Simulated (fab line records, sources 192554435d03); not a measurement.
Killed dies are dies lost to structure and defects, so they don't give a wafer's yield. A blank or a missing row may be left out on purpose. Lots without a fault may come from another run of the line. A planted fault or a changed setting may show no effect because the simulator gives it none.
fab line records | flow n5_finfet | part 2 of 2: steps 31 to 38 of 38
record lots=5 wafers=15 last_day=15
route steps=1938 shown STI_FIN_REVEAL@199 DUMMY_GATE@212
lots that met no fault: from a run of the same line without faults
start_h: hours from the record's first day to the start of the lot's first wafer shown | wait_h: hours since the lot's step before | " the same as in the row above | L1.1+2: a row that stands for several wafers | - no value, or no start given | * or withheld: withheld | < > ~ a bound
route shown NAME@n: a module of which the file shows steps, and the number in the route of the first | usual: mean/standard deviation of fault-free wafers | same: alike in all rows | chamber/n: place in a boat | sites: the reading at each site | _std_site: their standard deviation | _edge_site: outer sites' mean less inner sites' | radius_mm: how far each site lies from the wafer's centre | mask NAME#n: copy n | behind: the tool/chamber that last shaped the wafer | hold: why the lot was held/for how many hours/how that ended | device: the transistor (n, p or np) that didn't switch | end of line: the same wafers' tests at the end of the route | a step without rows: its recipe alone | killed: dies lost to structure and defects at the first sort, not the wafer's yield | map: a wafer's dies, x killed, . not, _ none there
set.NAME: the setting as run; set.NAME@STEP: as run at that earlier step | model.NAME: the simulator's own value behind a step, which no gauge read
lots at some steps of the route; a table a step, a row a wafer
services: from which hour (start_h, from the record's first day; less than 0 if before it) a tool's chamber was out of use, for how many hours, and why
## steps
# step N5_DUMMY_GATE_PEB_13
# recipe peb_temp_c=100 peb_time_s=60 resist=CAR-EUV
# columns lot.wafer tool chamber start_h wait_h
L077.3+5+6 litho_track-02 0 64.26 0.0
L085.1+3+5 litho_track-03 0 113.44 0.1
L086.4+5+6 litho_track-02 0 117.69 0.0
L087.3+4+6 litho_track-05 0 122.58 0.0
L088.2+3+6 litho_track-03 0 128.21 0.0
# step N5_DUMMY_GATE_DEVELOP_14
# recipe develop_time_s=30 developer=TMAH resist=CAR-EUV rinse_liquid=surfactant_rinse dry=air_spin dev_temp_c=23
# columns lot.wafer tool chamber start_h wait_h
L077.3+5+6 litho_track-02 0 - -
L085.1+3+5 litho_track-03 0 - -
L086.4+5+6 litho_track-02 0 - -
L087.3+4+6 litho_track-05 0 - -
L088.2+3+6 litho_track-03 0 - -
# step N5_DUMMY_GATE_CD_MEAS_15
# recipe target_cd_nm=25.8 landing_energy_ev=500 detector=se_inlens
# usual cd_nm=24.97/0.24
# same landing_energy_ev=500
# columns lot.wafer tool chamber start_h wait_h cd_nm
L077.3 cd_sem-03 0 64.33 - 24.85
L077.5 " 0 " " 25.22
L077.6 " 0 " " 24.83
L085.1 cd_sem-01 0 113.51 - 25.51
L085.3 " 0 " " 24.83
L085.5 " 0 " " 25.09
L086.4 cd_sem-01 0 117.76 - 24.97
L086.5 " 0 " " 25.46
L086.6 " 0 " " 24.87
L087.3 cd_sem-02 0 122.65 - 24.84
L087.4 " 0 " " 25.20
L087.6 " 0 " " 25.19
L088.2 cd_sem-02 0 128.28 - 24.81
L088.3 " 0 " " 25.12
L088.6 " 0 " " 25.21
# step N5_DUMMY_GATE_OVL_MEAS_16
# recipe points_per_wafer=522
# usual GATE_OVL=0.6/0.61
# same points_per_wafer=522
# columns lot.wafer tool chamber start_h wait_h GATE_OVL[nm]
L077.3 overlay-02 0 64.37 0.0 -0.1
L077.5 " 0 " " -0.4
L077.6 " 0 " " -0.8
L085.1 overlay-01 0 113.55 0.0 1.6
L085.3 " 0 " " 0.8
L085.5 " 0 " " 1.7
L086.4 overlay-01 0 117.81 0.0 0.4
L086.5 " 0 " " 0.3
L086.6 " 0 " " 0.8
L087.3 overlay-02 0 122.69 0.0 0.0
L087.4 " 0 " " -0.3
L087.6 " 0 " " 0.9
L088.2 overlay-01 0 128.32 0.0 0.9
L088.3 " 0 " " 0.2
L088.6 " 0 " " 0.5
# step N5_DUMMY_GATE_INSPECT_17
# recipe mode=adi inspect_instrument=brightfield
# usual raw_defect_count=207/60
# columns lot.wafer tool chamber start_h wait_h raw_defect_count
L077.3 defect_inspect-01 - 64.42 0.0 316
L077.5 " - " " 296
L077.6 " - " " 290
L085.1 defect_inspect-02 - 113.61 0.1 171
L085.3 " - " " 139
L085.5 " - " " 221
L086.4 defect_inspect-01 - 117.85 0.0 297
L086.5 " - " " 218
L086.6 " - " " 307
L087.3 defect_inspect-02 - 122.74 0.0 239
L087.4 " - " " 191
L087.6 " - " " 177
L088.2 defect_inspect-01 - 128.38 0.0 225
L088.3 " - " " 235
L088.6 " - " " 190
# step N5_DUMMY_GATE_DESCUM_20
# recipe chemistry=O2 time_s=6.2 source_power_w=50 bias_power_w=20 pressure_mtorr=20 rf_frequency_hz=2.712e+07 temp_c=40 resist=CAR-EUV o2_flow_sccm=225
# usual drypump_motor_current_A=5.6/0.38 oes_product_au=0.79/0.08 rf_fwd_power_W=49.74/0.16 rf_vpp_V=243.3/1.5 showerhead_plenum_p_Torr=2.10/0.074 throttle_valve_pct=20.54/0.21
# columns lot.wafer tool chamber start_h wait_h drypump_motor_current_A oes_product_au rf_fwd_power_W rf_hours_counter_h rf_vpp_V showerhead_plenum_p_Torr throttle_valve_pct
L077.3 rie_diel-02 3 64.56 0.1 5.7 0.68 49.65 236 238.8 1.96 20.54
L077.5 " 0 " " 5.6 0.83 49.96 - 242.0 2.13 20.51
L077.6 " 3 " " 5.7 0.68 49.66 - 239.9 1.96 20.54
L085.1 rie_diel-05 0 113.64 0.0 4.9 0.69 49.96 230 243.7 2.16 21.00
L085.3 " 2 " " 5.6 0.77 49.68 133 241.9 2.02 20.70
L085.5 " 1 " " 6.2 0.85 49.72 - 244.2 2.11 20.40
L086.4 rie_diel-05 3 117.88 0.0 5.4 0.75 49.78 154 241.1 2.00 20.32
L086.5 " 0 " " 4.9 0.68 49.56 - 244.0 2.16 20.99
L086.6 " 1 " " 6.2 0.82 49.54 - 244.7 2.11 20.41
L087.3 rie_diel-02 2 123.02 0.3 5.7 0.76 49.67 138 244.3 2.19 20.47
L087.4 " 1 " " 6.1 0.91 49.57 - 244.1 2.12 20.61
L087.6 " 2 " " 5.8 0.77 49.88 - 244.5 2.19 20.46
L088.2 rie_diel-05 0 128.41 0.0 4.9 0.68 49.85 234 243.7 2.16 21.00
L088.3 " 1 " " 6.1 0.83 49.70 67 243.4 2.11 20.40
L088.6 " 3 " " 5.4 0.75 49.85 - 241.3 2.00 20.32
# step N5_DUMMY_GATE_ETCH_29
# recipe chemistry=N2/H2 target=underlayer target_depth_a=130 ion_energy_ev=200 pressure_mtorr=30 source_w=840 bias_w=150 n2_flow_sccm=200 h2_flow_sccm=200
# usual drypump_motor_current_A=5.6/0.38 oes_product_au=0.79/0.081 rf_fwd_power_W=833/3.1 rf_vpp_V=524.4/2.6 showerhead_plenum_p_Torr=2.57/0.094 throttle_valve_pct=18.07/0.27
# columns lot.wafer tool chamber start_h wait_h drypump_motor_current_A oes_product_au rf_fwd_power_W rf_hours_counter_h rf_vpp_V showerhead_plenum_p_Torr throttle_valve_pct
L077.3 rie_diel-02 3 64.62 0.0 5.7 0.70 834 236 519.4 2.41 18.07
L077.5 " 0 " " 5.5 0.81 831 - 525.8 2.59 18.00
L077.6 " 3 " " 5.7 0.70 834 - 519.8 2.41 18.10
L085.1 rie_diel-05 0 113.71 0.0 5.0 0.68 836 230 526.0 2.64 18.66
L085.3 " 2 " " 5.7 0.77 836 133 520.6 2.44 18.03
L085.5 " 1 " " 6.2 0.84 830 - 524.7 2.60 18.18
L086.4 rie_diel-05 3 117.95 0.0 5.4 0.76 834 154 519.4 2.43 17.75
L086.5 " 0 " " 5.0 0.68 832 - 526.1 2.64 18.67
L086.6 " 1 " " 6.2 0.83 829 - 526.2 2.59 18.20
L087.3 rie_diel-02 2 123.09 0.0 5.7 0.77 829 138 527.0 2.66 17.88
L087.4 " 1 " " 6.1 0.90 830 - 524.0 2.59 18.15
L087.6 " 2 " " 5.7 0.76 835 - 526.8 2.66 17.89
L088.2 rie_diel-05 0 128.47 0.0 5.0 0.68 831 234 526.1 2.64 18.67
L088.3 " 1 " " 6.2 0.83 832 67 525.1 2.59 18.19
L088.6 " 3 " " 5.4 0.77 834 - 520.1 2.43 17.74
# step N5_DUMMY_GATE_ETCH_36
# recipe chemistry=CF4 target=SiARC target_depth_a=130 pressure_mtorr=40 source_w=545 bias_w=36 Ar_flow_sccm=100 cf4_flow_sccm=100 ion_energy_ev=80
# usual drypump_motor_current_A=5.6/0.38 oes_product_au=0.79/0.082 rf_fwd_power_W=540.9/1.9 rf_vpp_V=184.3/1.1 showerhead_plenum_p_Torr=2.16/0.072 throttle_valve_pct=15.75/0.18
# columns lot.wafer tool chamber start_h wait_h drypump_motor_current_A oes_product_au rf_fwd_power_W rf_hours_counter_h rf_vpp_V showerhead_plenum_p_Torr throttle_valve_pct
L077.3 rie_diel-02 3 64.66 0.0 5.7 0.70 538.3 236 183.3 2.05 15.95
L077.5 " 0 " " 5.5 0.83 542.0 - 184.2 2.19 15.69
L077.6 " 3 " " 5.7 0.71 539.3 - 184.1 2.05 15.93
L085.1 rie_diel-05 0 113.75 0.0 4.9 0.68 540.7 230 184.1 2.20 16.12
L085.3 " 2 " " 5.7 0.77 540.3 133 182.6 2.05 15.74
L085.5 " 1 " " 6.2 0.84 540.9 - 184.7 2.17 15.62
L086.4 rie_diel-05 3 117.99 0.0 5.3 0.76 542.1 154 181.8 2.08 15.68
L086.5 " 0 " " 5.0 0.67 543.7 - 184.7 2.20 16.13
L086.6 " 1 " " 6.1 0.83 537.9 - 183.9 2.17 15.62
L087.3 rie_diel-02 2 123.13 0.0 5.7 0.77 538.3 138 184.8 2.23 15.61
L087.4 " 1 " " 6.0 0.91 539.4 - 185.3 2.18 15.79
L087.6 " 2 " " 5.7 0.77 541.7 - 185.0 2.23 15.61
L088.2 rie_diel-05 0 128.51 0.0 4.9 0.67 541.9 234 185.2 2.20 16.13
L088.3 " 1 " " 6.2 0.82 542.0 67 185.2 2.17 15.62
L088.6 " 3 " " 5.4 0.74 541.3 - 183.8 2.08 15.68
## services
# columns tool chamber start_h hours kind
euv_scanner-01 - 32.81 1.0 pm
rie_si-05 3 35.56 8.3 repair
euv_scanner-01 - 37.78 4.6 pm
plasma_asher-01 - 42.82 2.1 repair
euv_scanner-02 - 43.30 12.0 pm
ald_sin-01 - 43.69 1.5 repair
ald_sin-01 1 50.15 4.0 repair
rie_diel-02 3 50.39 12.1 repair
lpcvd-01 - 54.67 1.0 repair
euv_scanner-01 - 55.30 6.2 pm
rie_si-03 3 58.52 6.6 repair
euv_scanner-02 - 61.55 1.0 pm
cmp-02 - 62.94 1.5 repair
euv_scanner-01 - 65.09 1.2 repair
rie_diel-02 3 66.11 4.3 repair
rie_diel-05 0 66.63 1.9 repair
cmp-02 - 80.54 0.3 repair
lpcvd-01 - 85.67 6.1 pm
ald_sin-01 - 85.86 14.0 pm
euv_scanner-01 - 88.92 1.0 pm
euv_scanner-01 - 106.95 0.1 repair
euv_scanner-02 - 107.15 1.0 pm
ald_sin-03 1 114.06 7.8 repair
plasma_asher-02 - 120.05 2.5 pm
